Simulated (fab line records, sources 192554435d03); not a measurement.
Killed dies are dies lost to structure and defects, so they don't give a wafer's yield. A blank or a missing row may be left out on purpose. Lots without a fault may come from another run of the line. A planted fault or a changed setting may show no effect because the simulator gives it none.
fab line records | flow n5_finfet
record lots=5 wafers=15 last_day=17
route steps=1938 shown BEOL_M2@848 BEOL_M4@1111 PASSIVATION@1936
lots that met no fault: from a run of the same line without faults
start_h: hours from the record's first day to the start of the lot's first wafer shown | wait_h: hours since the lot's step before | " the same as in the row above | L1.1+2: a row that stands for several wafers | - no value, or no start given | * or withheld: withheld | < > ~ a bound
route shown NAME@n: a module of which the file shows steps, and the number in the route of the first | usual: mean/standard deviation of fault-free wafers | same: alike in all rows | chamber/n: place in a boat | sites: the reading at each site | _std_site: their standard deviation | _edge_site: outer sites' mean less inner sites' | radius_mm: how far each site lies from the wafer's centre | mask NAME#n: copy n | behind: the tool/chamber that last shaped the wafer | hold: why the lot was held/for how many hours/how that ended | device: the transistor (n, p or np) that didn't switch | end of line: the same wafers' tests at the end of the route | a step without rows: its recipe alone | killed: dies lost to structure and defects at the first sort, not the wafer's yield | map: a wafer's dies, x killed, . not, _ none there
set.NAME: the setting as run; set.NAME@STEP: as run at that earlier step | model.NAME: the simulator's own value behind a step, which no gauge read
lots at some steps of the route; a table a step, a row a wafer
services: from which hour (start_h, from the record's first day; less than 0 if before it) a tool's chamber was out of use, for how many hours, and why
## steps
# step N5_BEOL_M2_COAT_05
# recipe resist=CAR-EUV spin_rpm=1500 resist_thk_nm=30
# step N5_BEOL_M2_EBR_07
# recipe solvent=PGMEA ebr_width_mm=1.5
# step N5_BEOL_M2_SOFTBAKE_06
# recipe temp_c=110 time_s=60 resist=CAR-EUV
# step N5_BEOL_M2_EXPOSE_08
# recipe mask_id=M2 na=0.33 source_shape=dipole sigma_inner=0.369 sigma_outer=0.767 polarization=unpolarized dose_mj=41.25
# step N5_BEOL_M2_PEB_09
# recipe peb_temp_c=100 peb_time_s=60 resist=CAR-EUV
# step N5_BEOL_M2_DEVELOP_10
# recipe develop_time_s=30 developer=TMAH resist=CAR-EUV rinse_liquid=surfactant_rinse dry=air_spin dev_temp_c=23
# step N5_BEOL_M2_DESCUM_16
# recipe chemistry=O2 time_s=7 source_power_w=50 bias_power_w=20 pressure_mtorr=20 rf_frequency_hz=2.712e+07 temp_c=40 resist=CAR-EUV o2_flow_sccm=225
# step N5_BEOL_M2_ETCH_74
# recipe chemistry=N2/H2 target=underlayer target_depth_a=65 mask_material=CAR-EUV time_s=5.2 ion_energy_ev=200 pressure_mtorr=30 source_w=840 bias_w=150 n2_flow_sccm=200 h2_flow_sccm=200 ends=cleared
# step N5_BEOL_M2_ETCH_63
# recipe chemistry=CF4 target=SiARC target_depth_a=156 mask_material=CAR-EUV time_s=26 ion_energy_ev=80 pressure_mtorr=40 source_w=545 bias_w=36 Ar_flow_sccm=100 cf4_flow_sccm=100 ends=cleared
# step N5_BEOL_M2_ETCH_64
# recipe chemistry=N2/H2 target=SOC target_depth_a=750 overetch_a=225 mask_material=SiARC temp_c=40 time_s=121.9 ion_energy_ev=200 pressure_mtorr=30 source_w=840 bias_w=150 n2_flow_sccm=200 h2_flow_sccm=200
# usual chamber_pressure_mTorr=30.000/0.027 drypump_motor_current_A=5.6/0.41 n2_flow_sccm=200.0/0.52 oes_product_au=0.60/0.059 rf_vpp_V=523.9/2.3 showerhead_plenum_p_Torr=2.54/0.076 throttle_valve_pct=17.8/0.31
# columns lot.wafer tool chamber start_h wait_h chamber_pressure_mTorr drypump_motor_current_A n2_flow_sccm oes_product_au rf_hours_counter_h rf_vpp_V showerhead_plenum_p_Torr throttle_valve_pct model.SiARC_of_BEOL_M2_COAT_62.thk_nm
L963.3 rie_diel-05 1 176.92 0.0 30.002 5.5 200.2 0.56 198 522.7 2.51 18.2 6.4
L963.4 " 2 " " 30.023 6.2 199.8 0.53 225 525.4 2.63 18.1 6.6
L963.5 " 3 " " 30.010 5.6 200.2 0.56 - 523.9 2.53 17.9 6.4
L970.3 rie_diel-05 0 224.72 0.0 30.019 5.5 200.2 0.61 82 527.2 2.67 17.4 6.4
L970.4 " 2 " " 29.975 6.2 199.5 0.53 241 526.1 2.62 18.1 6.6
L970.6 " 2 " " 30.015 6.2 199.3 0.51 - 526.5 2.63 18.1 6.2
L971.1 rie_diel-05 3 225.70 0.0 29.987 5.6 199.9 0.54 208 522.6 2.52 18.0 6.4
L971.2 " 2 " " 30.002 6.2 199.5 0.51 241 525.0 2.62 18.1 6.2
L971.5 " 1 " " 30.007 5.5 198.8 0.54 - 523.1 2.51 18.2 6.4
L972.2 rie_diel-05 1 234.97 0.0 29.932 5.5 199.6 0.54 216 524.4 2.51 18.2 6
L972.4 " 2 " " 30.023 6.2 201.2 0.52 245 526.1 2.62 18.2 6.6
L972.5 " 1 " " 29.991 5.5 200.0 0.55 - 523.1 2.51 18.2 6.2
L977.3 rie_diel-01 3 263.32 0.0 30.012 5.2 200.2 0.61 84 521.6 2.46 17.8 6
L977.4 " 0 " " 30.040 5.1 200.0 0.60 - 521.5 2.46 17.5 6.2
L977.6 " 3 " " 30.036 5.2 200.0 0.61 - 522.5 2.46 17.8 6.2
# step N5_BEOL_M2_STRIP_65
# recipe chemistry=N2/H2 temp_c=40 n2_flow_sccm=200 h2_flow_sccm=200 rf_frequency_hz=6e+07
# step N5_BEOL_M2_STRIP_75
# recipe chemistry=N2/H2 temp_c=40 n2_flow_sccm=200 h2_flow_sccm=200 rf_frequency_hz=6e+07
# step N5_BEOL_M2_STRIP_66
# recipe chemistry=CF4 resist=SiARC power_w=300 bias_power_w=75 pressure_mtorr=50 cf4_flow_sccm=150 rf_frequency_hz=6e+07
# step N5_BEOL_M2_HM_OPEN_17
# recipe chemistry=Cl2/BCl3 target_depth_a=200 overetch_a=60 target=TiN mask_material=SOC ion_energy_ev=150 pressure_mtorr=10 icp_w=1000 bias_w=126 Cl2_flow_sccm=53.25 bcl3_flow_sccm=21.75 Ar_flow_sccm=25
# usual chamber_pressure_mTorr=10.001/0.0088 drypump_motor_current_A=6.0/0.47 mfc_ar_sccm=24.99/0.074 oes_product_au=0.63/0.098 throttle_valve_pct=22.24/0.29
# columns lot.wafer tool chamber start_h wait_h chamber_pressure_mTorr drypump_motor_current_A mfc_ar_sccm oes_product_au rf_hours_counter_h throttle_valve_pct model.etch.depth_nm
L963.3 rie_metal-01 1 177.12 0.1 10.003 6.5 24.95 0.52 - 22.63 20.33
L963.4 " 0 " " 9.996 6.3 24.95 0.65 - 22.07 20.24
L963.5 " 1 " " 10.012 6.5 24.87 0.52 - 22.64 20.43
L970.3 rie_metal-01 0 224.93 0.1 10.011 6.3 24.87 0.64 - 22.08 19.96
L970.4 " 1 " " 9.994 6.5 24.98 0.52 - 22.65 20.28
L970.6 " 1 " " 10.015 6.5 24.98 0.51 - 22.68 19.43
L971.1 rie_metal-01 0 225.87 0.0 10.015 6.4 24.91 0.64 51 22.08 20.01
L971.2 " 1 " " 9.996 6.5 24.97 0.50 130 22.70 19.06
L971.5 " 0 " " 10.015 6.4 24.94 0.63 - 22.09 19.68
L972.2 rie_metal-03 1 235.14 0.0 9.998 5.8 25.09 0.73 14 21.73 19.39
L972.4 " 1 " " 10.006 5.9 25.10 0.75 - 21.72 20.03
L972.5 " 0 " " 9.991 5.6 25.07 0.60 - 22.38 20.23
L977.3 rie_metal-01 1 263.52 0.1 9.983 6.5 24.98 0.79 - 22.26 19.99
L977.4 " 0 " " 10.010 6.4 25.04 0.63 - 22.08 20.16
L977.6 " 0 " " 9.987 6.4 24.89 0.63 - 22.09 20.07
# step N5_BEOL_M2_STRIP_19
# recipe chemistry=O2 power_w=400 temp_c=40 pressure_mtorr=30 rf_frequency_hz=6e+07 bias_power_w=0 overash_fraction=0.2 o2_flow_sccm=225
# step N5_BEOL_M4_RC_MEAS_101
# usual DIBL_N=37.1/1.9 DIBL_P=37.2/2.3 IOFF_N=0.18/0.04 IOFF_P=0.23/0.044 ION_N=682/11 ION_P=468/8.6 SS_N=71.9/0.68 SS_P=73.5/0.74 VT_N=248/3.4 VT_P=-248/3.4
# columns lot.wafer tool chamber start_h wait_h DIBL_N[mV/V] DIBL_P[mV/V] IOFF_N[nA/um] IOFF_P[nA/um] ION_N[uA/um] ION_P[uA/um] SS_N[mV/dec] SS_P[mV/dec] VT_N[mV] VT_P[mV]
L963.3 prober-01 0 212.99 0.3 35.9 36.9 0.17 0.24 690 474 71.9 73.0 249 -249
L963.4 " 0 " " 37.2 37.1 0.19 0.23 679 466 72.2 73.2 244 -249
L963.5 " 0 " " 37.3 37.5 0.20 0.25 693 482 71.7 73.8 244 -244
L970.3 prober-02 0 256.31 0.3 38.1 38.7 0.18 0.23 687 467 71.6 73.6 251 -249
L970.4 " 0 " " 37.5 39.0 0.18 0.24 694 475 72.1 73.2 249 -249
L970.6 " 0 " " 33.6 33.8 0.12 0.17 685 468 70.6 72.1 252 -251
L971.1 prober-01 0 260.88 0.0 39.6 40.9 0.23 0.28 690 469 72.6 74.0 248 -246
L971.2 " 0 " " 36.0 36.7 0.16 0.22 664 466 71.7 73.6 249 -249
L971.5 " 0 " " 39.2 41.2 0.23 0.29 698 475 71.9 74.6 244 -245
L972.2 prober-02 0 265.80 0.2 36.7 37.1 0.16 0.21 698 477 71.9 73.5 249 -251
L972.4 " 0 " " 36.0 35.5 0.14 0.19 677 462 71.0 73.0 251 -252
L972.5 " 0 " " 37.4 37.3 0.16 0.21 676 470 72.7 72.8 251 -251
L977.3 prober-01 0 295.12 0.3 34.1 35.1 0.15 0.22 681 469 71.5 73.1 248 -245
L977.4 " 0 " " 37.2 37.9 0.20 0.26 678 460 73.0 73.6 248 -246
L977.6 " 0 " " 35.9 37.0 0.18 0.25 687 474 71.4 73.4 249 -245
# step N5_PASSIVATION_PROBE_49
# usual defect_limited_yield=91.5/1.4 killed_at_M0_to_M3=32/9.7 killed_at_M4_up=14/5.3 killed_at_contacts=11/6 killed_at_front_end=39/14 killed_at_other=3.3/2.7 killed_dies=100/17 killed_open=66/13 killed_short=32/7.4 sort_bin_5_function=4.9/0.9 sort_bin_6_memory=3.2/0.72 sort_n_pass=1080/17 sort_yield_pct=91.5/1.4
# same gross_dies=1180 killed_at_back_side=0 sort_bin_4_leakage[%]=0 sort_bin_8_speed[%]=0
# columns lot.wafer tool chamber start_h wait_h defect_limited_yield[%] killed_at_M0_to_M3 killed_at_M4_up killed_at_contacts killed_at_front_end killed_at_other killed_dies killed_open killed_short sort_bin_5_function[%] sort_bin_6_memory[%] sort_n_pass sort_yield_pct[%]
L970.3 prober-02 - 355.66 0.1 92.5 36 13 8 27 4 88 53 35 4.2 3.1 1092 92.5
L970.4 prober-02 - 355.71 0.2 91.3 30 8 13 49 3 103 64 39 4.1 4.4 1077 91.3
L970.6 prober-02 - 355.81 0.3 92.3 28 9 15 37 2 91 68 21 5.0 2.4 1089 92.3
L971.5 prober-02 - 368.05 0.2 93.2 19 7 14 32 8 80 62 17 4.4 2.3 1100 93.2
L972.5 prober-01 - 368.13 0.2 93.1 25 10 6 36 4 81 52 28 3.8 2.9 1099 93.1
# killed by level:class
L970.3 BEOL_M0_SAQP:geometric_particle:open=16 BEOL_M0_SAQP:geometric_particle:short=11 MOL_CONTACT_COAG:geometric_particle:open=7 FIN_SAQP:geometric_particle:open=5 FIN_SAQP:geometric_particle:short=5 STI_FIN_REVEAL:geometric_particle:open=5 BEOL_M4:geometric_particle:open=5 BEOL_M2:geometric_particle:open=4
L970.4 STI_FIN_REVEAL:geometric_particle:open=23 BEOL_M0_SAQP:geometric_particle:open=11 BEOL_M0_SAQP:geometric_particle:short=11 STI_FIN_REVEAL:geometric_particle:short=9 MOL_CONTACT_COAG:geometric_particle:open=8 MOL_CONTACT_COAG:geometric_particle:short=5 BEOL_M3:geometric_particle:open=4 FIN_SAQP:geometric_particle:open=3
L970.6 STI_FIN_REVEAL:geometric_particle:open=14 MOL_CONTACT_COAG:geometric_particle:open=14 BEOL_M0_SAQP:geometric_particle:open=11 FIN_SAQP:geometric_particle:open=6 BEOL_M0_SAQP:geometric_particle:short=6 BEOL_M4:geometric_particle:open=6 FIN_SAQP:geometric_particle:short=4 BEOL_M2:geometric_particle:open=4
L971.5 MOL_CONTACT_COAG:geometric_particle:open=13 DUMMY_GATE:geometric_particle:open=9 FIN_SAQP:geometric_particle:open=6 BEOL_M0:geometric_particle:open=6 STI_FIN_REVEAL:geometric_particle:open=5 PASS1_DEP:geometric_particle:open=5 BEOL_M4:geometric_particle:open=3 BEOL_M2:geometric_particle:open=3
L972.5 STI_FIN_REVEAL:geometric_particle:open=10 FIN_SAQP:geometric_particle:short=7 BEOL_M2:geometric_particle:open=6 MOL_CONTACT_COAG:geometric_particle:open=5 BEOL_M0_SAQP:geometric_particle:short=4 BEOL_M0_SAQP:geometric_particle:open=4 BEOL_M7:geometric_particle:open=4 STI_FIN_REVEAL:geometric_particle:short=3
## services
# columns tool chamber start_h hours kind
rie_diel-01 - 178.16 0.7 repair
rie_diel-05 1 213.01 3.8 repair
rie_metal-01 0 214.85 8.2 repair
rie_metal-01 1 226.50 - clean
rie_metal-01 1 226.50 17.4 scheduled_down
rie_metal-01 1 226.50 17.4 vent_cycle
rie_metal-03 1 241.17 12.5 repair
rie_diel-05 2 241.53 4.6 repair
rie_diel-01 2 242.59 - clean
rie_diel-01 2 242.59 - consumable_replace:focus_ring
rie_diel-01 2 242.59 22.9 scheduled_down
rie_diel-01 2 242.59 22.9 vent_cycle
rie_diel-05 2 253.64 - clean
rie_diel-05 2 253.64 - consumable_replace:focus_ring
## key
first_sign none at tools or gauges
model_effect step=N5_BEOL_M2_ETCH_64 value=SiARC_of_BEOL_M2_COAT_62.thk_nm without=6.533 struck=6.133
model_effect step=N5_BEOL_M2_HM_OPEN_17 value=etch.depth_nm without=19.93 struck=19.29
met_at N5_BEOL_M2_ETCH_64
struck_wafers L970.6,L971.2,L972.2
onset_between 176.92 224.72
fault kind=process_parameter_drift tool=rie_diel-05 chamber=- onset_h=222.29 steps=N5_BEOL_M2_ETCH_64 channel=time_s offset=* shape=step end_h=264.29 scope=struck_wafers_only acts_in=* stated=*
